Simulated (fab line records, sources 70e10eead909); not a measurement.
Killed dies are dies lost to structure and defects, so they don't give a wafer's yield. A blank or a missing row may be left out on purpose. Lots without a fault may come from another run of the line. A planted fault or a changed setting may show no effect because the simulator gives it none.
Problem report in the 8D (eight disciplines) form, filled by code | flow nand_harc | the parts of the form that need people (team, actions taken, sign-off) are left out

1. THE PROBLEM
raw_defect_count at NHARC_A_CHANNEL_HOLE_D1_INSPECT_40 reads a mean of 758 on 9 wafers of 3 lots; wafers without a fault read 63 with a standard deviation of 19. That is +37 standard deviations from the usual mean.
First seen on wafer L542.2, day 12 21:14, on defect_inspect-02. The record holds 33 wafers of 11 lots with a number at this step. Rule for "out", or "out of limits": more than 4 standard deviations from the usual mean. The other wafers with a number count as sound.

2. WHAT IT IS AND WHAT IT IS NOT
question                    | is                                   | is not
which readings at this step | raw_defect_count                     | -
which lots                  | L540, L542, L545                     | L525, L526, L529, L532, L533, L538, L547, L548
which wafers of those lots  | all that have a number               | -
read on which gauges        | defect_inspect-01, defect_inspect-02 | -
when                        | from day 12 21:14                    | up to then (18 sound wafers); but 6 sound wafers of L547, L548 came after

3. SUSPECTS, AND WHAT RULES EACH OUT
Counting: a tool at a process step up to the reading stays a suspect if it ran every lot that is out and no sound lot after the first of them.
- the gauge at NHARC_A_CHANNEL_HOLE_D1_INSPECT_40: ruled out. The wafers that are out were read on 2 gauges (defect_inspect-01, defect_inspect-02).
- rie_diel-08 at NHARC_A_CHANNEL_HOLE_D1_ETCH_38 (etches the open film in CF4, target depth 39 nm, time 65 s): kept. It ran every lot that is out, first L542 (day 12 14:25), and no sound lot after that; its last sound lot up to then is L533 (day 10 04:33).
Left after counting: rie_diel-08 at NHARC_A_CHANNEL_HOLE_D1_ETCH_38.

4. THE CAUSE (what the simulator had put in)
Chamber particle source: rie_diel-08, from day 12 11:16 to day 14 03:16, at NHARC_A_CHANNEL_HOLE_D1_ETCH_38. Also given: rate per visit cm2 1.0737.
Counting left only this tool.

5. THE CHAIN OF EFFECTS, in route order
Each row: a reading whose mean over the struck wafers that have a number lies more than 3 standard deviations from the usual. Only readings for which the record gives a usual standard deviation are gone through. hours: the time from each lot's start at the first step in this table that gives one to its start at this step, as a median over the lots. sigmas: the change in usual standard deviations.
hours | step                               | reading          | usual | on struck wafers | change | sigmas
0     | NHARC_A_CHANNEL_HOLE_D1_INSPECT_40 | raw_defect_count | 63    | 758              | +695   | +37
272   | NHARC_END_SORT_01                  | killed_at_array  | 25    | 78               | +53    | +5.6
272   | NHARC_END_SORT_01                  | killed_dies      | 29    | 83               | +54    | +5.4

6. WHAT WOULD HAVE CAUGHT IT SOONER
In this record the first reading out of limits at a measuring or inspecting step was taken at day 12 21:14, 10 hours after the fault began at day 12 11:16.
Of the tool readings at NHARC_A_CHANNEL_HOLE_D1_ETCH_38 for which the record gives a usual standard deviation, none was out on any struck wafer, so an alarm limit of 4 standard deviations on them would not have fired.
Of the lots that are out (3), L545 began NHARC_A_CHANNEL_HOLE_D1_ETCH_38 on rie_diel-08 after day 12 21:14. A hold on the tool at that time would have spared it.
